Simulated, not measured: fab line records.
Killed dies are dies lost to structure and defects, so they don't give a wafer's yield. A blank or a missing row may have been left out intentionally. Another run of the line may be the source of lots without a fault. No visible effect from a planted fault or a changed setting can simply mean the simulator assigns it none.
What tool caused it? :: flow n5_finfet :: 10 lots with 30 wafers sampled at 2 steps, on a route of 1938 steps

== WHAT THE GAUGES READ, wafer by wafer ==
N5_BEOL_M6_CD_MEAS_18: pitch 80 nm, target cd 40 nm. Usual: cd_nm 40.2 nm, standard deviation 0.46.
lot: L675
measured: day 9 18:08
on: cd_sem-02
cd_nm (nm): 40.1 39.3 39.3
flag: 

lot: L680
measured: day 10 20:04
on: cd_sem-01
cd_nm (nm): 40.4 39.9 40.0
flag: 

lot: L686
measured: day 13 09:25
on: cd_sem-01
cd_nm (nm): 39.7 40.3 39.4
flag: 

lot: L687
measured: day 13 18:51
on: cd_sem-01
cd_nm (nm): 40.4 40.5 40.3
flag: 

lot: L688
measured: day 13 19:37
on: cd_sem-02
cd_nm (nm): 39.9 39.8 40.1
flag: 

lot: L695
measured: day 15 16:05
on: cd_sem-01
cd_nm (nm): 40.0 40.3 40.7
flag: 

lot: L693
measured: day 15 17:53
on: cd_sem-01
cd_nm (nm): 40.8 41.0 40.1
flag: 

lot: L696
measured: day 16 04:22
on: cd_sem-02
cd_nm (nm): 40.3 40.6 40.6
flag: 

lot: L698
measured: day 16 13:27
on: cd_sem-03
cd_nm (nm): 40.7 40.4 40.2
flag: 

lot: L697
measured: day 16 19:52
on: cd_sem-01
cd_nm (nm): 40.5 40.5 40.5
flag: 

== TOOL THAT RAN EACH LOT (tool first, then ch and the chambers of the sampled wafers, then the start) ==
lot: L675
N5_BEOL_M6_DESCUM_16: rie_diel-03 ch 0,1,3, day 9 17:40

lot: L680
N5_BEOL_M6_DESCUM_16: rie_diel-06 ch 0,1,3, day 10 19:37

lot: L686
N5_BEOL_M6_DESCUM_16: rie_diel-06 ch 0,3, day 13 08:58

lot: L687
N5_BEOL_M6_DESCUM_16: rie_diel-03 ch 0,1, day 13 18:23

lot: L688
N5_BEOL_M6_DESCUM_16: rie_diel-06 ch 0,1,2, day 13 18:59

lot: L695
N5_BEOL_M6_DESCUM_16: rie_diel-06 ch 0,1,3, day 15 15:37

lot: L693
N5_BEOL_M6_DESCUM_16: rie_diel-05 ch 0,1, day 15 17:25

lot: L696
N5_BEOL_M6_DESCUM_16: rie_diel-05 ch 0,3, day 16 03:55

lot: L698
N5_BEOL_M6_DESCUM_16: rie_diel-05 ch 1,3, day 16 12:59

lot: L697
N5_BEOL_M6_DESCUM_16: rie_diel-05 ch 1,2, day 16 19:21
- N5_BEOL_M6_DESCUM_16: chemistry O2, time 7.9 s.

== AS READ BY THE TOOLS THEMSELVES (means over the sampled wafers that have a number; for cases with no such wafer, the mark the record gives instead) ==
N5_BEOL_M6_DESCUM_16. Usual: drypump_motor_current_A 5.50 A, standard deviation 0.23; oes_product_au 0.78 a.u., standard deviation 0.075; rf_vpp_V 243.1 V, standard deviation 1.4; showerhead_plenum_p_Torr 2.09 Torr, standard deviation 0.069; throttle_valve_pct 20.44 %, standard deviation 0.26.
lot: L675
tool: rie_diel-03
drypump_motor_current_A (A): 5.42
oes_product_au (a.u.): 0.81
rf_vpp_V (V): 243.6
showerhead_plenum_p_Torr (Torr): 2.11
throttle_valve_pct (%): 20.38
flag: 

lot: L680
tool: rie_diel-06
drypump_motor_current_A (A): 5.56
oes_product_au (a.u.): 0.76
rf_vpp_V (V): 242.8
showerhead_plenum_p_Torr (Torr): 2.06
throttle_valve_pct (%): 20.39
flag: 

lot: L686
tool: rie_diel-06
drypump_motor_current_A (A): 5.46
oes_product_au (a.u.): 0.73
rf_vpp_V (V): 242.0
showerhead_plenum_p_Torr (Torr): 2.02
throttle_valve_pct (%): 20.67
flag: 

lot: L687
tool: rie_diel-03
drypump_motor_current_A (A): 5.44
oes_product_au (a.u.): 0.74
rf_vpp_V (V): 242.9
showerhead_plenum_p_Torr (Torr): 2.09
throttle_valve_pct (%): 20.33
flag: 

lot: L688
tool: rie_diel-06
drypump_motor_current_A (A): 5.56
oes_product_au (a.u.): 0.72
rf_vpp_V (V): 242.7
showerhead_plenum_p_Torr (Torr): 2.05
throttle_valve_pct (%): 20.31
flag: 

lot: L695
tool: rie_diel-06
drypump_motor_current_A (A): 5.57
oes_product_au (a.u.): 0.72
rf_vpp_V (V): 242.6
showerhead_plenum_p_Torr (Torr): 2.05
throttle_valve_pct (%): 20.47
flag: 

lot: L693
tool: rie_diel-05
drypump_motor_current_A (A): 5.41
oes_product_au (a.u.): 0.81
rf_vpp_V (V): 243.6
showerhead_plenum_p_Torr (Torr): 2.14
throttle_valve_pct (%): 20.58
flag: 

lot: L696
tool: rie_diel-05
drypump_motor_current_A (A): 5.44
oes_product_au (a.u.): 0.79
rf_vpp_V (V): 243.7
showerhead_plenum_p_Torr (Torr): 2.13
throttle_valve_pct (%): 20.56
flag: 

lot: L698
tool: rie_diel-05
drypump_motor_current_A (A): 5.56
oes_product_au (a.u.): 0.83
rf_vpp_V (V): 242.7
showerhead_plenum_p_Torr (Torr): 2.12
throttle_valve_pct (%): 20.45
flag: 

lot: L697
tool: rie_diel-05
drypump_motor_current_A (A): 5.65
oes_product_au (a.u.): 0.88
rf_vpp_V (V): 242.8
showerhead_plenum_p_Torr (Torr): 2.11
throttle_valve_pct (%): 20.32
flag: 

== THE ANSWER, worked out from the rows above alone ==
Rule: a lot counts as off when the mean over its wafers that have a number is more than 3 standard deviations away from the usual mean. Also off: a lot with no number at a reading for which 4 or more lots have one. Any other lot the step has rows for is counted as sound. The gauges are gone through in route order, then the tools' own readings, and for those a lot's mean is taken as printed above. At the first step where some lot is off, the reading lying furthest off is the one used; lots without a number count as furthest.
Across all readings shown, no lot is off: no conclusion can be drawn from this.

== WHAT THE SIMULATOR HAD PUT IN ==
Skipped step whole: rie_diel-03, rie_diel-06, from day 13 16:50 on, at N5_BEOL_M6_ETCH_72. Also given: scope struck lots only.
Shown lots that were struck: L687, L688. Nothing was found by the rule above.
